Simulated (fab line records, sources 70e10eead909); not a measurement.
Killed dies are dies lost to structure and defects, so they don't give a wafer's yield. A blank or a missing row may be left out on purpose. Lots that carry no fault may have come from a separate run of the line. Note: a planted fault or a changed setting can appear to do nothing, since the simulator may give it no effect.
What tool caused it? | flow nand_harc | 15 lots, 45 wafers sampled, at 2 steps of a route of 1159

## WHAT EACH GAUGE READ, for each wafer
NHARC_P_GATE_CD_MEAS_91 targets a cd of 2000 nm. Usual: 2000.5 nm for cd_nm, sd 2.2.
lot  | measured     | on        | cd_nm (nm)           | flag
L734 | day 5 19:17  | cd_sem-03 | 1998.1 1998.4 1999.9 |
L735 | day 5 19:27  | cd_sem-02 | 2001.5 2001.3 2000.5 |
L740 | day 6 23:15  | cd_sem-02 | 2004.5 2001.9 2003.4 |
L738 | day 7 02:05  | cd_sem-01 | 2004.3 2002.0 2000.8 |
L742 | day 7 13:26  | cd_sem-03 | 1997.9 1997.4 1999.5 |
L743 | day 7 13:52  | cd_sem-01 | 1998.2 2001.1 1999.6 |
L746 | day 8 14:34  | cd_sem-02 | 2001.6 2001.6 2002.3 |
L745 | day 8 15:12  | cd_sem-01 | 2003.8 2002.2 2002.8 |
L744 | day 8 21:04  | cd_sem-01 | 1998.1 1998.9 1995.7 |
L747 | day 9 01:11  | cd_sem-02 | 1996.9 1997.6 1996.5 |
L748 | day 9 07:31  | cd_sem-03 | 2000.9 2001.6 2001.8 |
L750 | day 9 16:34  | cd_sem-02 | 2001.4 2004.2 2001.6 |
L752 | day 9 23:58  | cd_sem-03 | 2001.8 2000.9 2003.1 |
L751 | day 10 05:14 | cd_sem-01 | 2002.5 1999.1 2000.6 |
L754 | day 10 16:40 | cd_sem-01 | 2000.7 1999.2 2000.7 |

## TOOL THAT RAN EACH LOT (tool first, then ch and the chambers of the sampled wafers, then the start)
lot  | NHARC_P_GATE_STRIP_112
L734 | plasma_asher-02 ch 0,1, day 5 18:06
L735 | plasma_asher-01 ch 0,1, day 5 18:19
L740 | plasma_asher-01 ch 0,1, day 6 22:12
L738 | plasma_asher-01 ch 0,1, day 7 00:57
L742 | plasma_asher-02 ch 0,1, day 7 12:15
L743 | plasma_asher-01 ch 0,1, day 7 12:46
L746 | plasma_asher-02 ch 0,1, day 8 13:29
L745 | plasma_asher-02 ch 0,1, day 8 14:01
L744 | plasma_asher-01 ch 0,1, day 8 19:53
L747 | plasma_asher-02 ch 0,1, day 9 00:13
L748 | plasma_asher-02 ch 0,1, day 9 06:28
L750 | plasma_asher-02 ch 0,1, day 9 15:26
L752 | plasma_asher-01 ch 0,1, day 9 22:49
L751 | plasma_asher-02 ch 0,1, day 10 04:06
L754 | plasma_asher-02 ch 0,1, day 10 15:28
- NHARC_P_GATE_STRIP_112: strips in N2/H2, time 200 s.

## WHAT THE TOOLS THEMSELVES READ (means of the sampled wafers that have a number; where no wafer has one, the mark that the record gives instead)
NHARC_P_GATE_STRIP_112. Usual: drypump_motor_current_A 5.8 A, standard deviation 0.67; heater_power_w 88 W, standard deviation 8.6.
lot  | tool            | drypump_motor_current_A (A) | heater_power_w (W) | flag
L734 | plasma_asher-02 | 6.1                         | 87                 |
L735 | plasma_asher-01 | 5.9                         | 93                 |
L740 | plasma_asher-01 | 5.7                         | 98                 |
L738 | plasma_asher-01 | 5.7                         | 99                 |
L742 | plasma_asher-02 | 5.5                         | 84                 |
L743 | plasma_asher-01 | 5.7                         | 97                 |
L746 | plasma_asher-02 | 6.0                         | 87                 |
L745 | plasma_asher-02 | 6.1                         | 86                 |
L744 | plasma_asher-01 | 5.7                         | 98                 |
L747 | plasma_asher-02 | 5.5                         | 82                 |
L748 | plasma_asher-02 | 5.5                         | 81                 |
L750 | plasma_asher-02 | 6.1                         | 84                 |
L752 | plasma_asher-01 | 5.9                         | 92                 |
L751 | plasma_asher-02 | 6.1                         | 83                 |
L754 | plasma_asher-02 | 6.1                         | 83                 |

## THE ANSWER, worked out from the rows above alone
Rule: a lot is off if the mean of its wafers that have a number lies more than 3 standard deviations from the usual mean. Also off: a lot with no number at a reading for which 4 or more lots have one. Where the step has rows for the other lots, those lots are counted as sound. The gauges are gone through in route order, then the tools' own readings, and for those a lot's mean is taken as printed above. At the first step where some lot is off, the reading lying furthest off is the one used; lots without a number count as furthest.
Across all readings shown, no lot is off: no conclusion can be drawn from this.

## WHAT WAS PUT IN BY THE SIMULATOR
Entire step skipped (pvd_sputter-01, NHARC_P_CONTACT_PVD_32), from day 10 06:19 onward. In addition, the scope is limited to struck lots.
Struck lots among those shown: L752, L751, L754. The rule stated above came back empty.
